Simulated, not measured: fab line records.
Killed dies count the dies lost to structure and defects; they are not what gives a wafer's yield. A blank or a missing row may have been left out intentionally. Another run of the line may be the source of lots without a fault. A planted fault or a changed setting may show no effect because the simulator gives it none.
Split-lot trial / flow n5Finfet / on a route of 1938 steps: 7 lots, 21 wafers read

ABOUT THE SPLIT
At N5_MOL_CONTACT_COAG_EXPOSE_05 (exposes mask CA, defocus 0 nm), the setting doseMj was moved away from the recipe's 38.25 on 10 of the 21 wafers read, by -2.5% to +4.7%. All remaining wafers had this setting at the recipe value.

FROM THE SPLIT TO THE READING: what the file shows between them, 2 steps
- N5_MOL_CONTACT_COAG_PEB_06: peb time 60 s
- N5_MOL_CONTACT_COAG_DEVELOP_07: develop time 30 s

THE READING
cdNm at N5_MOL_CONTACT_COAG_CD_MEAS_08, given in nm (cd target 28 nm). A value of 27.95 nm with a standard deviation of 0.28 nm is what fault-free wafers of this fab line usually give.

wafer=L074.1; tool, chamber at the split=euvScanner-01, 0; doseMj as run=40.04; against the recipe=+4.7%; cdNm, nm=28.79; against lot-mates on the recipe=no lot-mate on the recipe
wafer=L074.5; tool, chamber at the split=euvScanner-01, 0; doseMj as run=40.04; against the recipe=+4.7%; cdNm, nm=28.44; against lot-mates on the recipe=no lot-mate on the recipe
wafer=L074.6; tool, chamber at the split=euvScanner-01, 0; doseMj as run=40.04; against the recipe=+4.7%; cdNm, nm=28.58; against lot-mates on the recipe=no lot-mate on the recipe
wafer=L083.3; tool, chamber at the split=euvScanner-02, 0; doseMj as run=38.25; against the recipe=recipe; cdNm, nm=28.16; against lot-mates on the recipe=-
wafer=L083.4; tool, chamber at the split=euvScanner-02, 0; doseMj as run=38.25; against the recipe=recipe; cdNm, nm=28.08; against lot-mates on the recipe=-
wafer=L083.5; tool, chamber at the split=euvScanner-02, 0; doseMj as run=38.25; against the recipe=recipe; cdNm, nm=28.45; against lot-mates on the recipe=-
wafer=L090.2; tool, chamber at the split=euvScanner-01, 0; doseMj as run=37.3; against the recipe=-2.5%; cdNm, nm=27.35; against lot-mates on the recipe=-0.42
wafer=L090.3; tool, chamber at the split=euvScanner-01, 0; doseMj as run=37.3; against the recipe=-2.5%; cdNm, nm=27.44; against lot-mates on the recipe=-0.33
wafer=L090.6; tool, chamber at the split=euvScanner-01, 0; doseMj as run=38.25; against the recipe=recipe; cdNm, nm=27.77; against lot-mates on the recipe=-
wafer=L094.1; tool, chamber at the split=euvScanner-02, 0; doseMj as run=38.25; against the recipe=recipe; cdNm, nm=27.77; against lot-mates on the recipe=-
wafer=L094.3; tool, chamber at the split=euvScanner-02, 0; doseMj as run=39.73; against the recipe=+3.9%; cdNm, nm=28.96; against lot-mates on the recipe=+1.19
wafer=L094.4; tool, chamber at the split=euvScanner-02, 0; doseMj as run=39.73; against the recipe=+3.9%; cdNm, nm=28.93; against lot-mates on the recipe=+1.16
wafer=L095.1; tool, chamber at the split=euvScanner-01, 0; doseMj as run=39.53; against the recipe=+3.3%; cdNm, nm=28.86; against lot-mates on the recipe=+0.98
wafer=L095.3; tool, chamber at the split=euvScanner-01, 0; doseMj as run=38.25; against the recipe=recipe; cdNm, nm=27.95; against lot-mates on the recipe=-
wafer=L095.5; tool, chamber at the split=euvScanner-01, 0; doseMj as run=38.25; against the recipe=recipe; cdNm, nm=27.80; against lot-mates on the recipe=-
wafer=L096.1; tool, chamber at the split=euvScanner-01, 0; doseMj as run=39.28; against the recipe=+2.7%; cdNm, nm=28.37; against lot-mates on the recipe=+1.12
wafer=L096.2; tool, chamber at the split=euvScanner-01, 0; doseMj as run=39.28; against the recipe=+2.7%; cdNm, nm=28.25; against lot-mates on the recipe=+1.00
wafer=L096.6; tool, chamber at the split=euvScanner-01, 0; doseMj as run=38.25; against the recipe=recipe; cdNm, nm=27.25; against lot-mates on the recipe=-
wafer=L097.1; tool, chamber at the split=euvScanner-02, 0; doseMj as run=38.25; against the recipe=recipe; cdNm, nm=27.79; against lot-mates on the recipe=-
wafer=L097.3; tool, chamber at the split=euvScanner-02, 0; doseMj as run=38.25; against the recipe=recipe; cdNm, nm=27.71; against lot-mates on the recipe=-
wafer=L097.5; tool, chamber at the split=euvScanner-02, 0; doseMj as run=38.25; against the recipe=recipe; cdNm, nm=27.88; against lot-mates on the recipe=-

FIT RESULTS
A straight line over all 21 wafers: cdNm changes by +0.197 nm for each +1% of doseMj; r = +0.86; the points scatter about the line by 0.27 nm.
The same after taking each lot's own level away (the mean of its wafers on the recipe; 18 wafers): +0.28 nm for each +1%; r = +0.96; scatter 0.16 nm.
On that fit, the largest move of doseMj shifts the reading by 1.3 nm.
Across the lots, their own levels run from 27.250 to 28.230 nm, a range of 3.5 times the standard deviation given above.
So the slope is not independent of the lot-to-lot level: the two fits are not the same.
Check: with one of the wafers moved furthest among these (+3.9%) left out of the fit, the line predicts +1.16 nm for it against its lot-mates. It came out at +1.19 nm against them.

OTHER SPLITS ON THESE WAFERS
These wafers also went through other splits before the reading. Each is held against what the fit with the lots' levels taken away leaves over:
other split on the same wafers=N5_HKMG_FIN_ETCH_31 biasW; wafers away from the commonest value=9; r with cdNm (lot level and that fit taken away)=+0.24

THE WHOLE CHAIN: every reading that the file lists as answering this split, in the file's order
step=N5_MOL_CONTACT_COAG_CD_MEAS_08; what it does=target cd 28 nm; reading=cdNm; change (the file's fit)=+0.293 nm for each +1% of the setting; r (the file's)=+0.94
step=N5_MOL_CONTACT_COAG_ETCH_59; what it does=etches underlayer in N2/H2, target depth 13 nm, time 10.4 s; reading=MOL_CONTACT_COAG.cdOffsetNm (the simulator's own value, which no gauge read); change (the file's fit)=+0.247 nm for each +1% of the setting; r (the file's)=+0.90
step=N5_MOL_CONTACT_COAG_ETCH_105; what it does=etches SiARC in CF4, target depth 15.6 nm, time 26 s; reading=MOL_CONTACT_COAG.cdOffsetNm (the simulator's own value, which no gauge read); change (the file's fit)=+0.281 nm for each +1% of the setting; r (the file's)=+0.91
step=N5_MOL_CONTACT_COAG_ETCH_106; what it does=etches SOC in N2/H2, target depth 80 nm, overetch 16 nm, time 120 s; reading=MOL_CONTACT_COAG.cdOffsetNm (the simulator's own value, which no gauge read); change (the file's fit)=+0.236 nm for each +1% of the setting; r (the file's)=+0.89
step=N5_MOL_CONTACT_COAG_CONTACT_ETCH_14; what it does=etches SiO2 in C4F6/O2, target depth 27.5 nm, overetch 8.5 nm, time 20 s; reading=MOL_CONTACT_COAG.cdOffsetNm (the simulator's own value, which no gauge read); change (the file's fit)=+0.22 nm for each +1% of the setting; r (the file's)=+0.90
step=N5_MOL_CONTACT_COAG_ETCH_15; what it does=etches SiNx in CH3F/O2, stops on Si:P, target depth 7 nm; reading=MOL_CONTACT_COAG.cdOffsetNm (the simulator's own value, which no gauge read); change (the file's fit)=+0.205 nm for each +1% of the setting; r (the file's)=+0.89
step=N5_MOL_CONTACT_COAG_ETCH_110; what it does=etches Si in CF4/O2, target depth 2.5 nm, time 8 s; reading=MOL_CONTACT_COAG.cdOffsetNm (the simulator's own value, which no gauge read); change (the file's fit)=+0.262 nm for each +1% of the setting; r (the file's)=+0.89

FILE'S OWN FIT
cdNm changes by +0.293 nm for each +1% of doseMj, r = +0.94.
